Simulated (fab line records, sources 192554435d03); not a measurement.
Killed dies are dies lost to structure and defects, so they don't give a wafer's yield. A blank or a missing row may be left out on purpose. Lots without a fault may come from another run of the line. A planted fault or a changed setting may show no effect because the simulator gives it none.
fab line records | flow n5_finfet | part 1 of 2: steps 1 to 22 of 27
record lots=5 wafers=15 last_day=19
route steps=1938 shown BEOL_M5@1128
lots that met no fault: from a run of the same line without faults
start_h: hours from the record's first day to the start of the lot's first wafer shown | wait_h: hours since the lot's step before | " the same as in the row above | L1.1+2: a row that stands for several wafers | - no value, or no start given | * or withheld: withheld | < > ~ a bound
route shown NAME@n: a module of which the file shows steps, and the number in the route of the first | usual: mean/standard deviation of fault-free wafers | same: alike in all rows | chamber/n: place in a boat | sites: the reading at each site | _std_site: their standard deviation | _edge_site: outer sites' mean less inner sites' | radius_mm: how far each site lies from the wafer's centre | mask NAME#n: copy n | behind: the tool/chamber that last shaped the wafer | hold: why the lot was held/for how many hours/how that ended | device: the transistor (n, p or np) that didn't switch | end of line: the same wafers' tests at the end of the route | a step without rows: its recipe alone | killed: dies lost to structure and defects at the first sort, not the wafer's yield | map: a wafer's dies, x killed, . not, _ none there
set.NAME: the setting as run; set.NAME@STEP: as run at that earlier step | model.NAME: the simulator's own value behind a step, which no gauge read
lots at some steps of the route; a table a step, a row a wafer
services: from which hour (start_h, from the record's first day; less than 0 if before it) a tool's chamber was out of use, for how many hours, and why
## steps
# step N5_BEOL_M5_INSPECT_13
# recipe mode=adi inspect_instrument=brightfield
# usual raw_defect_count=428/95
# columns lot.wafer tool chamber start_h wait_h raw_defect_count
L076.2 defect_inspect-01 - 252.30 0.0 538
L076.3 " - " " 433
L076.5 " - " " 459
L082.1 defect_inspect-01 - 279.04 0.1 378
L082.2 " - " " 460
L082.4 " - " " 366
L086.1 defect_inspect-01 - 298.49 0.1 370
L086.4 " - " " 354
L086.5 " - " " 404
L091.2 defect_inspect-01 - 326.82 0.0 393
L091.5 " - " " 359
L091.6 " - " " 381
L079.3 defect_inspect-02 - 350.95 0.0 428
L079.4 " - " " 547
L079.5 " - " " 311
# step N5_BEOL_M5_DESCUM_16
# recipe chemistry=O2 time_s=7 source_power_w=50 bias_power_w=20 pressure_mtorr=20 rf_frequency_hz=2.712e+07 temp_c=40 resist=CAR-EUV o2_flow_sccm=225
# usual drypump_motor_current_A=6.0/0.51 oes_product_au=0.80/0.073 rf_fwd_power_W=49.40/0.23 rf_vpp_V=243.2/1.2 showerhead_plenum_p_Torr=2.09/0.067 throttle_valve_pct=20.59/0.19
# columns lot.wafer tool chamber start_h wait_h drypump_motor_current_A oes_product_au rf_fwd_power_W rf_hours_counter_h rf_vpp_V showerhead_plenum_p_Torr throttle_valve_pct
L076.2 rie_diel-01 0 252.37 0.1 6.6 0.77 49.26 113 242.7 2.02 20.86
L076.3 " 3 " " 6.0 0.89 49.29 27 243.7 2.05 20.52
L076.5 " 1 " " 6.3 0.74 49.51 - 242.7 2.10 20.53
L082.1 rie_diel-01 2 279.07 0.0 6.4 0.86 49.80 46 244.6 2.21 20.58
L082.2 " 1 " " 6.2 0.74 49.65 173 241.9 2.10 20.55
L082.4 " 0 " " 6.6 0.77 49.23 122 242.6 2.02 20.87
L086.1 rie_diel-06 3 298.54 0.0 5.2 0.79 49.19 87 242.1 2.12 20.81
L086.4 " 1 " " 5.2 0.94 49.41 - 243.5 2.14 20.26
L086.5 " 3 " " 5.2 0.79 49.22 - 243.4 2.12 20.79
L091.2 rie_diel-01 3 326.85 0.0 6.0 0.87 49.51 50 242.7 2.04 20.55
L091.5 " 0 " " 6.7 0.76 49.23 - 240.5 2.02 20.87
L091.6 " 1 " " 6.3 0.72 49.56 - 243.6 2.09 20.55
L079.3 rie_diel-01 3 351.15 0.2 6.0 0.86 49.38 57 242.6 2.04 20.59
L079.4 " 2 " " 6.4 0.83 49.89 68 244.1 2.20 20.60
L079.5 " 3 " " 6.0 0.86 49.51 - 241.2 2.04 20.58
# step N5_BEOL_M5_ETCH_72
# recipe chemistry=N2/H2 target=underlayer target_depth_a=65 mask_material=CAR-EUV time_s=5.2 ion_energy_ev=200 pressure_mtorr=30 source_w=840 bias_w=150 n2_flow_sccm=200 h2_flow_sccm=200 ends=cleared
# usual drypump_motor_current_A=6.0/0.51 etch_rf_on_time_s=5.16/0.096 oes_product_au=0.68/0.064 rf_fwd_power_W=819.4/2.3 rf_vpp_V=523.6/2.6 showerhead_plenum_p_Torr=2.53/0.086 throttle_valve_pct=18.00/0.18
# columns lot.wafer tool chamber start_h wait_h drypump_motor_current_A etch_rf_on_time_s oes_product_au rf_fwd_power_W rf_hours_counter_h rf_vpp_V showerhead_plenum_p_Torr throttle_valve_pct
L076.2 rie_diel-01 0 252.40 0.0 6.7 5.20 0.67 822.6 113 521.4 2.45 18.17
L076.3 " 3 " " 6.0 5.06 0.77 819.2 27 523.2 2.48 17.87
L076.5 " 1 " " 6.3 5.19 0.62 820.0 - 523.7 2.54 17.91
L082.1 rie_diel-01 2 279.11 0.0 6.5 5.04 0.73 818.0 46 527.4 2.70 18.14
L082.2 " 1 " " 6.3 5.19 0.63 816.9 173 524.9 2.53 17.90
L082.4 " 0 " " 6.6 5.21 0.65 819.1 122 521.4 2.45 18.19
L086.1 rie_diel-06 3 298.57 0.0 5.2 5.21 0.66 816.2 87 522.6 2.57 18.16
L086.4 " 1 " " 5.2 5.15 0.79 820.0 - 528.1 2.60 17.63
L086.5 " 3 " " 5.2 5.19 0.66 820.7 - 523.9 2.57 18.14
L091.2 rie_diel-01 3 326.89 0.0 6.0 5.08 0.74 821.5 50 521.3 2.47 17.90
L091.5 " 0 " " 6.7 5.25 0.64 819.5 - 522.2 2.44 18.24
L091.6 " 1 " " 6.3 5.13 0.61 819.7 - 524.4 2.53 17.91
L079.3 rie_diel-01 3 351.19 0.0 6.0 5.09 0.73 818.0 57 521.7 2.47 17.91
L079.4 " 2 " " 6.4 5.04 0.71 817.7 68 528.2 2.69 18.17
L079.5 " 3 " " 6.0 5.07 0.73 818.6 - 521.9 2.47 17.89
# step N5_BEOL_M5_ETCH_61
# recipe chemistry=CF4 target=SiARC target_depth_a=156 mask_material=CAR-EUV time_s=26 ion_energy_ev=80 pressure_mtorr=40 source_w=545 bias_w=36 Ar_flow_sccm=100 cf4_flow_sccm=100 ends=cleared
# usual drypump_motor_current_A=6.0/0.51 etch_rf_on_time_s=25.9/0.48 oes_product_au=0.68/0.064 rf_fwd_power_W=532.5/2.2 rf_vpp_V=184.0/1.2 showerhead_plenum_p_Torr=2.14/0.068 throttle_valve_pct=15.74/0.18
# columns lot.wafer tool chamber start_h wait_h drypump_motor_current_A etch_rf_on_time_s oes_product_au rf_fwd_power_W rf_hours_counter_h rf_vpp_V showerhead_plenum_p_Torr throttle_valve_pct
L076.2 rie_diel-01 0 252.42 0.0 6.6 26.4 0.66 529.7 113 184.1 2.07 15.93
L076.3 " 3 " " 6.0 25.3 0.78 532.4 27 184.1 2.09 15.61
L076.5 " 1 " " 6.3 26.3 0.63 532.8 - 183.6 2.14 15.65
L082.1 rie_diel-01 2 279.12 0.0 6.4 25.0 0.75 536.9 46 186.0 2.27 15.78
L082.2 " 1 " " 6.3 26.2 0.62 532.1 173 185.3 2.13 15.67
L082.4 " 0 " " 6.6 26.1 0.66 531.8 122 182.2 2.07 15.96
L086.1 rie_diel-06 3 298.59 0.0 5.2 26.2 0.67 534.1 87 184.0 2.16 15.82
L086.4 " 1 " " 5.2 25.5 0.80 532.0 - 183.3 2.18 15.37
L086.5 " 3 " " 5.2 25.7 0.67 530.6 - 182.8 2.16 15.83
L091.2 rie_diel-01 3 326.91 0.0 6.0 25.7 0.74 532.1 50 184.1 2.09 15.67
L091.5 " 0 " " 6.6 26.6 0.64 530.5 - 182.4 2.06 15.99
L091.6 " 1 " " 6.2 26.6 0.62 533.4 - 184.2 2.13 15.68
L079.3 rie_diel-01 3 351.21 0.0 6.0 25.3 0.74 532.2 57 182.6 2.08 15.69
L079.4 " 2 " " 6.4 24.9 0.72 534.2 68 185.2 2.26 15.83
L079.5 " 3 " " 6.0 25.5 0.74 531.9 - 183.7 2.08 15.67
# step N5_BEOL_M5_ETCH_62
# recipe chemistry=N2/H2 target=SOC target_depth_a=750 overetch_a=150 mask_material=SiARC temp_c=40 time_s=112.5 ion_energy_ev=200 pressure_mtorr=30 source_w=840 bias_w=150 n2_flow_sccm=200 h2_flow_sccm=200
# usual drypump_motor_current_A=6.0/0.51 oes_product_au=0.63/0.055 rf_fwd_power_W=837/3.1 rf_vpp_V=523.7/2.5 showerhead_plenum_p_Torr=2.53/0.086 throttle_valve_pct=17.96/0.18
# columns lot.wafer tool chamber start_h wait_h drypump_motor_current_A oes_product_au rf_fwd_power_W rf_hours_counter_h rf_vpp_V showerhead_plenum_p_Torr throttle_valve_pct
L076.2 rie_diel-01 0 252.45 0.0 6.6 0.62 838 113 521.4 2.45 18.14
L076.3 " 3 " " 6.0 0.71 835 27 521.7 2.48 17.81
L076.5 " 1 " " 6.3 0.59 843 - 523.8 2.53 17.86
L082.1 rie_diel-01 2 279.15 0.0 6.4 0.68 841 46 527.5 2.70 18.10
L082.2 " 1 " " 6.3 0.58 839 173 525.3 2.53 17.86
L082.4 " 0 " " 6.6 0.61 836 122 522.3 2.45 18.15
L086.1 rie_diel-06 3 298.62 0.0 5.2 0.63 835 88 525.0 2.57 18.15
L086.4 " 1 " " 5.2 0.73 834 - 525.1 2.60 17.57
L086.5 " 3 " " 5.2 0.62 834 - 524.6 2.57 18.12
L091.2 rie_diel-01 3 326.93 0.0 6.0 0.68 840 50 521.2 2.47 17.87
L091.5 " 0 " " 6.7 0.60 835 - 519.8 2.44 18.18
L091.6 " 1 " " 6.3 0.58 839 - 523.4 2.52 17.90
L079.3 rie_diel-01 3 351.23 0.0 6.0 0.68 840 57 521.9 2.47 17.88
L079.4 " 2 " " 6.4 0.65 842 68 527.4 2.69 18.14
L079.5 " 3 " " 6.0 0.68 838 - 521.8 2.47 17.85
# step N5_BEOL_M5_STRIP_63
# recipe chemistry=N2/H2 temp_c=40 n2_flow_sccm=200 h2_flow_sccm=200 rf_frequency_hz=6e+07
# columns lot.wafer tool chamber start_h wait_h
L076.2+3+5 rie_diel-01 0,3,1 252.55 0.1
L082.1+2+4 rie_diel-01 2,1,0 279.26 0.1
L086.1+4+5 rie_diel-06 3,1,3 298.72 0.1
L091.2+5+6 rie_diel-01 3,0,1 327.04 0.1
L079.3+4+5 rie_diel-01 3,2,3 351.34 0.1
# step N5_BEOL_M5_STRIP_73
# recipe chemistry=N2/H2 temp_c=40 n2_flow_sccm=200 h2_flow_sccm=200 rf_frequency_hz=6e+07
# columns lot.wafer tool chamber start_h wait_h
L076.2+3+5 rie_diel-01 0,3,1 252.56 0.0
L082.1+2+4 rie_diel-01 2,1,0 279.27 0.0
L086.1+4+5 rie_diel-06 3,1,3 298.73 0.0
L091.2+5+6 rie_diel-01 3,0,1 327.05 0.0
L079.3+4+5 rie_diel-01 3,2,3 351.35 0.0
# step N5_BEOL_M5_STRIP_64
# recipe chemistry=CF4 resist=SiARC power_w=300 bias_power_w=75 pressure_mtorr=50 cf4_flow_sccm=150 rf_frequency_hz=6e+07
# usual drypump_motor_current_A=6.0/0.51 oes_product_au=0.79/0.068 rf_fwd_power_W=292.5/0.95 rf_vpp_V=271.1/1.5 showerhead_plenum_p_Torr=1.79/0.058 throttle_valve_pct=13.70/0.18
# columns lot.wafer tool chamber start_h wait_h drypump_motor_current_A oes_product_au rf_fwd_power_W rf_hours_counter_h rf_vpp_V showerhead_plenum_p_Torr throttle_valve_pct
L076.2 rie_diel-01 0 252.57 0.0 6.6 0.77 291.6 113 269.5 1.74 13.88
L076.3 " 3 " " 6.0 0.89 293.5 27 271.3 1.76 13.55
L076.5 " 1 " " 6.3 0.74 293.5 - 271.8 1.80 13.66
L082.1 rie_diel-01 2 279.28 0.0 6.4 0.84 291.9 46 272.9 1.90 13.75
L082.2 " 1 " " 6.3 0.73 292.4 173 271.7 1.79 13.67
L082.4 " 0 " " 6.6 0.76 290.8 122 269.8 1.74 13.91
L086.1 rie_diel-06 3 298.74 0.0 5.2 0.77 291.6 88 271.9 1.81 13.79
L086.4 " 1 " " 5.2 0.92 293.7 - 272.2 1.83 13.30
L086.5 " 3 " " 5.3 0.78 292.0 - 271.7 1.81 13.78
L091.2 rie_diel-01 3 327.06 0.0 6.0 0.85 292.9 50 269.1 1.75 13.61
L091.5 " 0 " " 6.6 0.75 291.2 - 270.3 1.73 13.95
L091.6 " 1 " " 6.3 0.72 294.1 - 270.7 1.79 13.73
L079.3 rie_diel-01 3 351.36 0.0 6.0 0.85 293.3 57 269.9 1.75 13.63
L079.4 " 2 " " 6.4 0.81 292.5 68 272.1 1.90 13.79
L079.5 " 3 " " 6.0 0.85 293.3 - 270.2 1.75 13.62
# step N5_BEOL_M5_HM_OPEN_17
# recipe chemistry=Cl2/BCl3 target_depth_a=200 overetch_a=60 target=TiN mask_material=SOC ion_energy_ev=150 pressure_mtorr=10 icp_w=1000 bias_w=126 Cl2_flow_sccm=53.25 bcl3_flow_sccm=21.75 Ar_flow_sccm=25
# usual drypump_motor_current_A=6.1/0.4 oes_product_au=0.70/0.04 rf_fwd_power_W=993/3.1 throttle_valve_pct=22.09/0.071
# columns lot.wafer tool chamber start_h wait_h drypump_motor_current_A oes_product_au rf_fwd_power_W rf_hours_counter_h throttle_valve_pct
L076.2 rie_metal-01 0 252.61 0.0 6.1 0.67 992 36 22.02
L076.3 " 1 " " 6.5 0.66 993 - 22.19
L076.5 " 1 " " 6.5 0.67 987 - 22.19
L082.1 rie_metal-02 0 279.32 0.0 6.4 0.73 991 11 22.00
L082.2 " 1 " " 5.5 0.73 993 14 22.10
L082.4 " 0 " " 6.4 0.74 988 - 22.01
L086.1 rie_metal-03 0 298.78 0.0 5.7 0.67 995 37 22.08
L086.4 " 1 " " 6.5 0.75 993 - 22.14
L086.5 " 1 " " 6.5 0.75 990 - 22.16
L091.2 rie_metal-01 1 327.10 0.0 6.5 0.66 994 55 22.19
L091.5 " 0 " " 6.1 0.66 990 - 22.02
L091.6 " 1 " " 6.6 0.65 994 - 22.19
L079.3 rie_metal-01 0 351.43 0.1 6.1 0.65 994 - 22.05
L079.4 " 1 " " 6.5 0.64 989 - 22.21
L079.5 " 0 " " 6.0 0.65 993 - 22.03
# step N5_BEOL_M5_STRIP_19
# recipe chemistry=O2 power_w=400 temp_c=40 pressure_mtorr=30 rf_frequency_hz=6e+07 bias_power_w=0 overash_fraction=0.2 o2_flow_sccm=225
# usual drypump_motor_current_A=5.8/0.57 oes_product_au=0.78/0.076 rf_vpp_V=3.7/0.46 showerhead_plenum_p_Torr=2.09/0.064 throttle_valve_pct=16.78/0.2
# columns lot.wafer tool chamber start_h wait_h drypump_motor_current_A oes_product_au rf_hours_counter_h rf_vpp_V showerhead_plenum_p_Torr throttle_valve_pct
L076.2 rie_diel-03 1 252.72 0.1 6.1 0.73 171 3.7 2.01 16.39
L076.3 " 2 " " 5.0 0.74 168 2.1 2.17 16.76
L076.5 " 2 " " 5.0 0.75 - 3.5 2.17 16.75
L082.1 rie_diel-06 3 279.43 0.1 5.2 0.79 83 4.7 2.13 16.98
L082.2 " 1 " " 5.2 0.95 9 4.1 2.15 16.47
L082.4 " 2 " " 6.4 0.75 176 3.4 2.00 16.76
L086.1 rie_diel-01 1 298.90 0.1 6.3 0.74 179 3.1 2.10 16.79
L086.4 " 3 " " 6.0 0.88 41 3.3 2.05 16.75
L086.5 " 1 " " 6.3 0.73 - 3.6 2.10 16.79
L091.2 rie_diel-03 1 327.36 0.2 6.1 0.71 189 4.2 2.00 16.41
L091.5 " 1 " " 6.1 0.71 - 3.8 2.00 16.41
L091.6 " 0 " " 5.6 0.69 - 3.8 2.07 17.03
L079.3 rie_diel-03 1 351.53 0.1 6.1 0.71 196 3.2 2.00 16.43
L079.4 " 0 " " 5.6 0.69 241 4.1 2.07 17.06
L079.5 " 1 " " 6.1 0.70 - 3.7 2.00 16.42
# step N5_BEOL_M5_CD_MEAS_18
# recipe pitch_nm=56 target_cd_nm=28
# usual cd_nm=28.1/0.3
# columns lot.wafer tool chamber start_h wait_h cd_nm
L076.2 cd_sem-03 - 252.80 0.1 27.5
L076.3 " - " " 28.1
L076.5 " - " " 28.4
L082.1 cd_sem-01 - 279.50 0.0 27.8
L082.2 " - " " 28.1
L082.4 " - " " 27.8
L086.1 cd_sem-02 - 298.97 0.0 27.8
L086.4 " - " " 28.0
L086.5 " - " " 27.9
L091.2 cd_sem-01 - 327.43 0.1 28.0
L091.5 " - " " 28.2
L091.6 " - " " 28.5
L079.3 cd_sem-02 - 351.61 0.1 28.7
L079.4 " - " " 28.7
L079.5 " - " " 28.2
# step N5_BEOL_M5_COAT_65
# recipe resist=SOC temp_c=250 time_s=60 spin_rpm=1500 resist_thk_nm=60
# columns lot.wafer tool chamber start_h wait_h
L076.2+3+5 litho_track-05 0 253.78 1.0
L082.1+2+4 litho_track-01 0 279.54 0.0
L086.1+4+5 litho_track-05 0 299.44 0.5
L091.2+5+6 litho_track-04 0 328.25 0.8
L079.3+4+5 litho_track-01 0 352.90 1.3
# step N5_BEOL_M5_COAT_66
# recipe resist=SiARC temp_c=220 time_s=60 spin_rpm=1500 resist_thk_nm=12
# columns lot.wafer tool chamber start_h wait_h
L076.2+3+5 litho_track-05 0 - -
L082.1+2+4 litho_track-01 0 - -
L086.1+4+5 litho_track-05 0 - -
L091.2+5+6 litho_track-04 0 - -
L079.3+4+5 litho_track-01 0 - -
# step N5_BEOL_M5_COAT_74
# recipe resist=underlayer temp_c=205 time_s=60 spin_rpm=1500 resist_thk_nm=5
# columns lot.wafer tool chamber start_h wait_h
L076.2+3+5 litho_track-05 0 - -
L082.1+2+4 litho_track-01 0 - -
L086.1+4+5 litho_track-05 0 - -
L091.2+5+6 litho_track-04 0 - -
L079.3+4+5 litho_track-01 0 - -
# step N5_BEOL_M5_COAT_22
# recipe resist=CAR-EUV spin_rpm=1500 resist_thk_nm=30
# columns lot.wafer tool chamber start_h wait_h
L076.2+3+5 litho_track-05 0 - -
L082.1+2+4 litho_track-01 0 - -
L086.1+4+5 litho_track-05 0 - -
L091.2+5+6 litho_track-04 0 - -
L079.3+4+5 litho_track-01 0 - -
# step N5_BEOL_M5_EBR_24
# recipe solvent=PGMEA ebr_width_mm=1.5
# columns lot.wafer tool chamber start_h wait_h
L076.2+3+5 litho_track-05 0 - -
L082.1+2+4 litho_track-01 0 - -
L086.1+4+5 litho_track-05 0 - -
L091.2+5+6 litho_track-04 0 - -
L079.3+4+5 litho_track-01 0 - -
# step N5_BEOL_M5_SOFTBAKE_23
# recipe temp_c=110 time_s=60 resist=CAR-EUV
# columns lot.wafer tool chamber start_h wait_h
L076.2+3+5 litho_track-05 0 - -
L082.1+2+4 litho_track-01 0 - -
L086.1+4+5 litho_track-05 0 - -
L091.2+5+6 litho_track-04 0 - -
L079.3+4+5 litho_track-01 0 - -
# step N5_BEOL_M5_EXPOSE_25
# recipe mask_id=V4 na=0.33 source_shape=quasar sigma_inner=0.2 sigma_outer=0.6 polarization=unpolarized defocus_nm=10 dose_mj=52.75
# columns lot.wafer tool chamber start_h wait_h mask
L076.2+3+5 euv_scanner-02 0 253.93 - V4#0
L082.1+2+4 euv_scanner-02 0 279.67 - V4#0
L086.1+4+5 euv_scanner-01 0 299.70 - V4#0
L091.2+5+6 euv_scanner-02 0 328.52 - V4#0
L079.3+4+5 euv_scanner-02 0 353.18 - V4#0
# step N5_BEOL_M5_PEB_26
# recipe peb_temp_c=100 peb_time_s=60 resist=CAR-EUV
# columns lot.wafer tool chamber start_h wait_h
L076.2+3+5 litho_track-01 0 253.99 0.1
L082.1+2+4 litho_track-05 0 279.75 0.1
L086.1+4+5 litho_track-01 0 299.77 0.1
L091.2+5+6 litho_track-05 0 328.58 0.1
L079.3+4+5 litho_track-05 0 353.24 0.0
# step N5_BEOL_M5_DEVELOP_27
# recipe develop_time_s=30 developer=TMAH resist=CAR-EUV rinse_liquid=surfactant_rinse dry=air_spin dev_temp_c=23
# columns lot.wafer tool chamber start_h wait_h
L076.2+3+5 litho_track-01 0 - -
L082.1+2+4 litho_track-05 0 - -
L086.1+4+5 litho_track-01 0 - -
L091.2+5+6 litho_track-05 0 - -
L079.3+4+5 litho_track-05 0 - -
# step N5_BEOL_M5_CD_MEAS_28
# recipe target_cd_nm=30.6 landing_energy_ev=500 detector=se_inlens target_cd_y_nm=20 polarity=opening
# usual cd_nm=30.59/0.27
# columns lot.wafer tool chamber start_h wait_h cd_nm
L076.2 cd_sem-03 0 254.06 - 30.75
L076.3 " 0 " " 30.52
L076.5 " 0 " " 30.39
L082.1 cd_sem-01 0 279.81 - 30.47
L082.2 " 0 " " 29.97
L082.4 " 0 " " 29.83
L086.1 cd_sem-01 0 299.84 - 30.74
L086.4 " 0 " " 30.47
L086.5 " 0 " " 30.87
L091.2 cd_sem-02 0 328.65 - 30.47
L091.5 " 0 " " 30.81
L091.6 " 0 " " 30.56
L079.3 cd_sem-01 0 353.31 - 30.77
L079.4 " 0 " " 31.08
L079.5 " 0 " " 30.22
# step N5_BEOL_M5_OVL_MEAS_29
# recipe points_per_wafer=522
# usual V4_OVL=-0.3/0.58
# columns lot.wafer tool chamber start_h wait_h V4_OVL[nm]
L076.2 overlay-01 0 254.10 0.0 -0.1
L076.3 " 0 " " -0.8
L076.5 " 0 " " -0.5
L082.1 overlay-01 0 279.84 0.0 0.1
L082.2 " 0 " " -0.3
L082.4 " 0 " " -0.1
L086.1 overlay-01 0 299.87 0.0 -0.6
L086.4 " 0 " " -1.7
L086.5 " 0 " " -0.2
L091.2 overlay-01 0 328.68 0.0 0.1
L091.5 " 0 " " 0.2
L091.6 " 0 " " -0.7
L079.3 overlay-02 0 353.35 0.0 -0.7
L079.4 " 0 " " -1.4
L079.5 " 0 " " -1.1
